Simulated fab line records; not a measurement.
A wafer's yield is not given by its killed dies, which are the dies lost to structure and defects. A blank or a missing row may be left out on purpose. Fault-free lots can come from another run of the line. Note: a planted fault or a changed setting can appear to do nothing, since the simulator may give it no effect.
Matching of chambers | flow n5-finfet | pecvd-02 running N5_SDB_HM_DEP_00: 3 sister chambers
The step deposits SiNx from SiH4/NH3/N2, target thk 40 nm, time 35.3 s. 3 wafers are shown with their chamber, then 9 later ones without.

== WAFERS WITH THEIR CHAMBER ==
wafer  | chamber | throttle-valve-pct (%)
L087.2 | 0       | 42.1
L087.5 | 2       | 38.0
L087.6 | 1       | 39.4

== WAFERS WITHOUT THEIR CHAMBER ==
wafer  | throttle-valve-pct (%)
L089.1 | 39.4
L089.3 | 37.8
L089.5 | 42.3
L090.3 | 37.9
L090.4 | 37.6
L090.6 | 39.5
L097.2 | 38.4
L097.3 | 39.4
L097.6 | 38.2

== WHICH CHAMBER EACH ONE RAN IN ==
wafer  | from the rows above | in truth
L089.1 | 1                   | 1
L089.3 | 2                   | 2
L089.5 | 0                   | 0
L090.3 | 2                   | 2
L090.4 | 2                   | 2
L090.6 | 1                   | 1
L097.2 | 2                   | 2
L097.3 | 1                   | 1
L097.6 | 2                   | 2
9 of 9 placed correctly. Can't be placed from these rows: 0. 0 placed wrongly.
How it was worked out, from the rows above alone: a wafer's distance from a chamber is the root of the sum, over the readings, of the square of ((its reading less the chamber's mean) divided by the reading's scatter). The wafer belongs to the nearest chamber; if the next one is less than 2 further off, it can't be placed. Each chamber's mean is taken over the wafers shown for it. The scatter: with one shown wafer a chamber, the root of the mean of the squares of how far each hidden wafer lies from its nearest shown one.
